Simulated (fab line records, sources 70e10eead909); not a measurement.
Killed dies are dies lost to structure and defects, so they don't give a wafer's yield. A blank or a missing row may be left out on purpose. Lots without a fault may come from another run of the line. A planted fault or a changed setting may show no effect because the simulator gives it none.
Which tool did it? | flow nand_harc | 24 lots, 72 wafers sampled, at 5 steps of a route of 1302

WHAT THE GAUGES READ, wafer by wafer
NHARC_A_SGD_CUT_THK_MEAS_22: measures by ellipsometry.
lot  | measured     | on            | thk_nm (nm)
L074 | day 19 15:56 | film_metro-02 | 148.3 148.6 146.6
L075 | day 19 15:56 | film_metro-01 | 147.9 147.1 146.0
L076 | day 20 06:23 | film_metro-02 | 147.2 147.7 145.6
L077 | day 20 15:59 | film_metro-02 | 150.5 148.9 148.8
L078 | day 20 15:59 | film_metro-01 | 147.2 148.5 147.6
L080 | day 21 09:35 | film_metro-01 | 148.8 149.4 147.2
L079 | day 21 09:35 | film_metro-02 | 148.0 146.2 150.8
L081 | day 21 23:10 | film_metro-02 | 148.0 150.1 148.3
L082 | day 23 05:54 | film_metro-01 | 146.8 147.4 147.0
L083 | day 23 05:55 | film_metro-02 | 146.7 150.0 148.5
L084 | day 23 17:02 | film_metro-01 | 147.8 146.3 148.2
L085 | day 24 01:34 | film_metro-01 | 151.4 149.6 147.6
L086 | day 24 01:34 | film_metro-02 | 147.7 150.4 152.5
L087 | day 25 06:49 | film_metro-02 | 149.9 148.4 147.1
L088 | day 25 06:49 | film_metro-01 | 147.6 144.8 148.1
L090 | day 26 17:38 | film_metro-01 | 146.4 148.6 147.4
L089 | day 26 17:45 | film_metro-02 | 148.5 150.2 148.3
L091 | day 27 05:06 | film_metro-02 | 148.9 150.0 151.0
L093 | day 27 12:37 | film_metro-01 | 149.0 148.3 145.9
L092 | day 27 12:37 | film_metro-02 | 146.4 147.6 148.5
L094 | day 27 12:37 | film_metro-01 | 150.1 148.0 148.6
L096 | day 28 15:20 | film_metro-02 | 150.5 147.6 148.4
L097 | day 28 15:16 | film_metro-01 | 149.0 144.9 144.8
L095 | day 28 19:46 | film_metro-01 | 150.4 149.5 149.7

WHICH TOOL RAN EACH LOT (tool, then ch and the chambers of the sampled wafers, then the start)
lot  | NHARC_A_STAIRCASE_DEP_301       | NHARC_A_STAIRCASE_DESCUM_312       | NHARC_A_STAIRCASE_CMP_152     | NHARC_A_SGD_CUT_ETCH_59
L074 | pecvd-03 ch 0,1,2, day 17 01:34 | rie_diel-13 ch 0,1,3, day 17 02:26 | cmp-03 ch 0,2, day 19 06:50   | rie_diel-05 ch 1,2,3, day 19 15:56 or earlier
L075 | pecvd-04 ch 0,2, day 17 11:55   | rie_diel-12 ch 0,2, day 17 13:01   | cmp-02 ch 0,1,3, day 19 07:08 | rie_diel-11 ch 0,2,3, day 19 15:56 or earlier
L076 | pecvd-04 ch 0,1,2, day 17 14:52 | rie_diel-03 ch 2,3, day 17 15:52   | cmp-03 ch 2,3, day 19 21:46   | rie_diel-05 ch 0,3, day 20 06:23 or earlier
L077 | pecvd-04 ch 0,2, day 18 04:37   | rie_diel-12 ch 0,1,2, day 18 05:28 | cmp-04 ch 0,1,3, day 20 06:55 | rie_diel-05 ch 0,1,2, day 20 15:59 or earlier
L078 | pecvd-01 ch 0,2, day 18 06:58   | rie_diel-12 ch 0,1, day 18 07:49   | cmp-02 ch 0,1,2, day 20 07:08 | rie_diel-07 ch 0,2,3, day 20 15:59 or earlier
L080 | pecvd-03 ch 1,2, day 18 16:30   | rie_diel-12 ch 0,2,3, day 18 17:30 | cmp-03 ch 1,2, day 20 19:04   | rie_diel-05 ch 0,1,3, day 21 09:35 or earlier
L079 | pecvd-01 ch 0,1,2, day 18 18:23 | rie_diel-03 ch 0,2,3, day 18 19:14 | cmp-02 ch 0,1,2, day 20 19:22 | rie_diel-11 ch 0,1,3, day 21 09:35 or earlier
L081 | pecvd-04 ch 0,1,2, day 19 11:46 | rie_diel-13 ch 0,3, day 19 12:44   | cmp-02 ch 2,3, day 21 14:11   | rie_diel-05 ch 1,2,3, day 21 23:10 or earlier
L082 | pecvd-03 ch 0,1, day 20 12:13   | rie_diel-13 ch 0,1,2, day 20 13:08 | cmp-04 ch 0,3, day 22 20:53   | rie_diel-11 ch 0,1,2, day 23 05:54 or earlier
L083 | pecvd-01 ch 1, day 20 14:07     | rie_diel-03 ch 2,3, day 20 15:13   | cmp-04 ch 0,3, day 22 22:39   | rie_diel-05 ch 0,2,3, day 23 05:55 or earlier
L084 | pecvd-04 ch 1,2, day 21 06:09   | rie_diel-03 ch 0,2,3, day 21 07:08 | cmp-03 ch 0,1, day 23 08:23   | rie_diel-05 ch 1,2,3, day 23 17:02 or earlier
L085 | pecvd-01 ch 1,2, day 21 11:42   | rie_diel-12 ch 1,2,3, day 21 12:39 | cmp-03 ch 0,2, day 23 17:37   | rie_diel-11 ch 0,2,3, day 24 01:34 or earlier
L086 | pecvd-03 ch 0,1, day 21 17:50   | rie_diel-12 ch 2,3, day 21 18:46   | cmp-03 ch 0,1,2, day 23 16:46 | rie_diel-07 ch 1,2,3, day 24 01:34 or earlier
L087 | pecvd-04 ch 0,1, day 22 15:54   | rie_diel-03 ch 0,2, day 22 18:34   | cmp-02 ch 0,2, day 24 22:51   | rie_diel-07 ch 1,3, day 25 06:49 or earlier
L088 | pecvd-03 ch 0,1, day 22 17:30   | rie_diel-03 ch 1,2,3, day 22 18:40 | cmp-02 ch 0,2,3, day 24 21:57 | rie_diel-05 ch 1,2,3, day 25 06:49 or earlier
L090 | pecvd-04 ch 0,2, day 24 00:33   | rie_diel-13 ch 0,2, day 24 01:22   | cmp-03 ch 1,2,3, day 26 08:21 | rie_diel-05 ch 1,2,3, day 26 17:38 or earlier
L089 | pecvd-01 ch 0,2, day 24 02:25   | rie_diel-12 ch 0,1,2, day 24 03:24 | cmp-02 ch 0,2,3, day 26 11:13 | rie_diel-05 ch 0,1,2, day 26 17:45 or earlier
L091 | pecvd-03 ch 0,1,2, day 24 09:59 | rie_diel-12 ch 2,3, day 24 10:54   | cmp-02 ch 1,2,3, day 26 16:57 | rie_diel-11 ch 0,1, day 27 05:06 or earlier
L093 | pecvd-03 ch 1,2, day 24 19:54   | rie_diel-03 ch 0,1, day 24 20:53   | cmp-03 ch 0,1,2, day 27 00:16 | rie_diel-05 ch 0,1,3, day 27 12:37 or earlier
L092 | pecvd-01 ch 0,1, day 24 23:28   | rie_diel-13 ch 0,1,2, day 25 00:26 | cmp-04 ch 2,3, day 27 01:23   | rie_diel-07 ch 0,1,3, day 27 12:37 or earlier
L094 | pecvd-01 ch 0,2, day 25 03:27   | rie_diel-12 ch 1,2,3, day 25 04:31 | cmp-02 ch 0,1, day 27 00:32   | rie_diel-05 ch 0,1,3, day 27 12:37 or earlier
L096 | pecvd-04 ch 0,1, day 26 01:09   | rie_diel-12 ch 0,1,2, day 26 02:05 | cmp-03 ch 0,1,3, day 28 06:25 | rie_diel-05 ch 0,2,3, day 28 15:20 or earlier
L097 | pecvd-01 ch 0,2, day 26 04:10   | rie_diel-13 ch 1,2,3, day 26 05:02 | cmp-02 ch 1,2,3, day 28 06:16 | rie_diel-05 ch 1,2,3, day 28 15:16 or earlier
L095 | pecvd-01 ch 0,2, day 26 11:26   | rie_diel-12 ch 1,3, day 26 12:26   | cmp-02 ch 0,1,2, day 28 10:43 | rie_diel-07 ch 0,3, day 28 19:46 or earlier
- NHARC_A_STAIRCASE_DEP_301: deposits SiON, target thk 30 nm.
- NHARC_A_STAIRCASE_DESCUM_312: chemistry O2, time 3 s.
- NHARC_A_STAIRCASE_CMP_152: polishes.
- NHARC_A_SGD_CUT_ETCH_59: etches the open film in N2/H2, target depth 260 nm, time 406.25 s.

WHAT THE TOOLS THEMSELVES READ (means of the sampled wafers that have a number; where no wafer has one, the mark that the record gives instead)
NHARC_A_STAIRCASE_DEP_301.
lot  | tool     | heater_power_w (W) | showerhead_vpp_V (V)
L074 | pecvd-03 | 607                | 1183
L075 | pecvd-04 | 766                | 1164
L076 | pecvd-04 | 728                | 1187
L077 | pecvd-04 | 674                | 1182
L078 | pecvd-01 | 764                | 1142
L080 | pecvd-03 | 660                | 1204
L079 | pecvd-01 | 738                | 1172
L081 | pecvd-04 | 732                | 1182
L082 | pecvd-03 | 738                | 1174
L083 | pecvd-01 | 677                | 1206
L084 | pecvd-04 | 667                | 1194
L085 | pecvd-01 | 773                | 1179
L086 | pecvd-03 | 728                | 1201
L087 | pecvd-04 | 769                | 1167
L088 | pecvd-03 | 718                | 1205
L090 | pecvd-04 | 792                | 1175
L089 | pecvd-01 | 818                | 1145
L091 | pecvd-03 | 618                | 1175
L093 | pecvd-03 | 634                | 1177
L092 | pecvd-01 | 731                | 1182
L094 | pecvd-01 | 757                | 1144
L096 | pecvd-04 | 733                | 1166
L097 | pecvd-01 | 805                | 1149
L095 | pecvd-01 | 719                | 1153

NHARC_A_STAIRCASE_DESCUM_312.
lot  | tool        | drypump_motor_current_A (A) | oes_product_au (a.u.) | rf_vpp_V (V) | showerhead_plenum_p_Torr (Torr) | throttle_valve_pct (%)
L074 | rie_diel-13 | 6.1                         | 1.000                 | 57.4         | 1.94                            | 11.317
L075 | rie_diel-12 | 5.6                         | 1.015                 | 58.1         | 1.90                            | 11.312
L076 | rie_diel-03 | 6.0                         | 1.009                 | 57.3         | 1.89                            | 11.311
L077 | rie_diel-12 | 5.7                         | 1.007                 | 58.0         | 1.88                            | 11.306
L078 | rie_diel-12 | 5.8                         | 1.005                 | 58.6         | 1.87                            | 11.314
L080 | rie_diel-12 | 5.7                         | 1.008                 | 58.0         | 1.92                            | 11.309
L079 | rie_diel-03 | 6.0                         | 1.010                 | 58.3         | 1.90                            | 11.314
L081 | rie_diel-13 | 6.0                         | 0.996                 | 58.0         | 1.90                            | 11.310
L082 | rie_diel-13 | 6.4                         | 0.994                 | 57.5         | 1.97                            | 11.314
L083 | rie_diel-03 | 6.0                         | 0.993                 | 57.6         | 1.88                            | 11.311
L084 | rie_diel-03 | 6.0                         | 0.992                 | 58.6         | 1.90                            | 11.309
L085 | rie_diel-12 | 5.6                         | 0.989                 | 58.2         | 1.86                            | 11.304
L086 | rie_diel-12 | 5.5                         | 0.989                 | 57.1         | 1.88                            | 11.306
L087 | rie_diel-03 | 6.1                         | 1.016                 | 57.3         | 1.84                            | 11.313
L088 | rie_diel-03 | 6.0                         | 0.992                 | 58.1         | 1.96                            | 11.314
L090 | rie_diel-13 | 6.4                         | 1.017                 | 58.1         | 1.93                            | 11.311
L089 | rie_diel-12 | 5.7                         | 0.988                 | 57.5         | 1.87                            | 11.309
L091 | rie_diel-12 | 5.5                         | 0.988                 | 57.4         | 1.87                            | 11.310
L093 | rie_diel-03 | 6.2                         | 1.016                 | 58.7         | 2.00                            | 11.308
L092 | rie_diel-13 | 6.4                         | 1.004                 | 57.3         | 1.96                            | 11.306
L094 | rie_diel-12 | 5.6                         | 0.996                 | 58.1         | 1.85                            | 11.307
L096 | rie_diel-12 | 5.7                         | 0.993                 | 57.9         | 1.86                            | 11.302
L097 | rie_diel-13 | 6.1                         | 1.003                 | 57.6         | 2.00                            | 11.311
L095 | rie_diel-12 | 5.7                         | 0.990                 | 57.1         | 1.84                            | 11.313

NHARC_A_STAIRCASE_CMP_152.
lot  | tool   | motor_current_A (A)
L074 | cmp-03 | 11.4
L075 | cmp-02 | 12.4
L076 | cmp-03 | 12.1
L077 | cmp-04 | 12.7
L078 | cmp-02 | 12.8
L080 | cmp-03 | 11.5
L079 | cmp-02 | 12.3
L081 | cmp-02 | 11.7
L082 | cmp-04 | 12.7
L083 | cmp-04 | 11.9
L084 | cmp-03 | 12.2
L085 | cmp-03 | 11.8
L086 | cmp-03 | 11.6
L087 | cmp-02 | 11.8
L088 | cmp-02 | 12.2
L090 | cmp-03 | 11.6
L089 | cmp-02 | 11.8
L091 | cmp-02 | 13.0
L093 | cmp-03 | 11.7
L092 | cmp-04 | 11.2
L094 | cmp-02 | 12.3
L096 | cmp-03 | 12.0
L097 | cmp-02 | 12.7
L095 | cmp-02 | 12.6

NHARC_A_SGD_CUT_ETCH_59.
lot  | tool        | bias_w (W) | drypump_motor_current_A (A) | oes_product_au (a.u.) | rf_vpp_V (V) | showerhead_plenum_p_Torr (Torr) | throttle_valve_pct (%)
L074 | rie_diel-05 | 149.8      | 5.4                         | 1.008                 | 432.0        | 2.10                            | 14.168
L075 | rie_diel-11 | 150.2      | 5.7                         | 1.008                 | 433.3        | 2.12                            | 14.176
L076 | rie_diel-05 | 150.3      | 5.9                         | 1.009                 | 433.5        | 2.15                            | 14.169
L077 | rie_diel-05 | 149.1      | 5.5                         | 1.003                 | 432.7        | 2.11                            | 14.170
L078 | rie_diel-07 | 149.9      | 5.9                         | 1.000                 | 433.1        | 2.15                            | 14.170
L080 | rie_diel-05 | 150.1      | 5.6                         | 1.009                 | 432.1        | 2.11                            | 14.172
L079 | rie_diel-11 | 150.3      | 5.6                         | 0.986                 | 430.7        | 2.05                            | 14.172
L081 | rie_diel-05 | 150.0      | 5.4                         | 1.002                 | 431.7        | 2.10                            | 14.171
L082 | rie_diel-11 | 150.1      | 5.5                         | 1.004                 | 432.4        | 2.09                            | 14.168
L083 | rie_diel-05 | 150.1      | 5.6                         | 1.008                 | 434.0        | 2.15                            | 14.177
L084 | rie_diel-05 | 150.3      | 5.4                         | 1.010                 | 431.8        | 2.10                            | 14.163
L085 | rie_diel-11 | 149.9      | 5.7                         | 1.001                 | 432.9        | 2.12                            | 14.172
L086 | rie_diel-07 | 149.7      | 5.7                         | 1.002                 | 432.6        | 2.12                            | 14.172
L087 | rie_diel-07 | 150.0      | 5.8                         | 1.009                 | 433.2        | 2.15                            | 14.167
L088 | rie_diel-05 | 149.1      | 5.3                         | 1.006                 | 432.0        | 2.10                            | 14.173
L090 | rie_diel-05 | 150.2      | 5.4                         | 1.008                 | 432.6        | 2.10                            | 14.164
L089 | rie_diel-05 | 150.1      | 5.4                         | 0.996                 | 432.6        | 2.11                            | 14.165
L091 | rie_diel-11 | 150.0      | 5.4                         | 1.012                 | 429.5        | 2.02                            | 14.167
L093 | rie_diel-05 | 149.9      | 5.6                         | 1.008                 | 432.5        | 2.11                            | 14.179
L092 | rie_diel-07 | 150.4      | 6.0                         | 1.008                 | 434.1        | 2.14                            | 14.172
L094 | rie_diel-05 | 149.6      | 5.6                         | 1.008                 | 432.3        | 2.11                            | 14.177
L096 | rie_diel-05 | 150.3      | 5.6                         | 1.019                 | 432.7        | 2.14                            | 14.171
L097 | rie_diel-05 | 150.3      | 5.4                         | 1.003                 | 431.3        | 2.10                            | 14.175
L095 | rie_diel-07 | 150.5      | 6.2                         | 1.006                 | 433.8        | 2.18                            | 14.176

THE ANSWER, worked out from the rows above alone
Rule: what is usual is taken from the lots themselves. Put in order of their means at a reading, lots are off if they are a third of the lots or fewer, leave a main group of 4 or more, and stand apart from it by a gap of 3 or more times the standard deviation of the main group's means; of several such gaps the widest counts. A main group whose means are all the same, to the digits that the tables above print for the reading, isn't used. A lot without any number at a reading at which 4 lots or more have one is off too. The other lots that the step has rows for count as sound. The gauges are gone through in route order, then the tools' own readings, and for those a lot's mean is taken as printed above. The first step at which some lot is off is used, and at that step the reading that is off furthest; a lot without a number counts as furthest.
No lot is off at any reading shown: from this, nothing can be told.

WHAT THE SIMULATOR HAD PUT IN
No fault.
